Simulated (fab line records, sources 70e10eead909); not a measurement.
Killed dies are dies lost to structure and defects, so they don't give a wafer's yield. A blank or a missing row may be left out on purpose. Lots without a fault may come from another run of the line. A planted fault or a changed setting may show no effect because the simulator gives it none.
Chamber matching | flow nand_harc | NHARC_A_M1_STRIP_19 on wet_bench-10: 7 sister chambers
The step strips in post etch residue remover, time 600 s. 7 wafers are shown with their chamber, then 5 later ones without.

WAFERS WITH THEIR CHAMBER
wafer  | chamber | bath_heat_duty_pct (%)
L160.5 | 1       | 13.4
L167.3 | 0       | 10.1
L167.5 | 7       | 14.0
L170.1 | 6       | 9.6
L170.5 | 3       | 13.9
L169.1 | 5       | 13.9
L169.5 | 4       | 12.5

WAFERS WITHOUT THEIR CHAMBER
wafer  | bath_heat_duty_pct (%)
L169.6 | 9.4
L174.2 | 10.5
L174.5 | 14.0
L181.2 | 13.3
L181.3 | 13.0

WHICH CHAMBER EACH WENT THROUGH
wafer  | from the rows above               | in truth
L169.6 | can't be placed: 6 or 0           | 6
L174.2 | can't be placed: 0 or 6           | 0
L174.5 | can't be placed: 7 or 3 or 5      | 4
L181.2 | can't be placed: 1 or 3 or 5      | 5
L181.3 | can't be placed: 1 or 4 or 3 or 5 | 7
Placed correctly: 0 of 5. Can't be placed from these rows: 5 (the true chamber is among the candidates in 3). Placed wrongly: 0.
How it was worked out, from the rows above alone: a wafer's distance from a chamber is the root of the sum, over the readings, of the square of ((its reading less the chamber's mean) divided by the reading's scatter). The wafer belongs to the nearest chamber; if the next one is less than 2 further off, it can't be placed. A chamber's mean is the mean of its shown wafers. The scatter: with one shown wafer a chamber, the root of the mean of the squares of how far each hidden wafer lies from its nearest shown one.
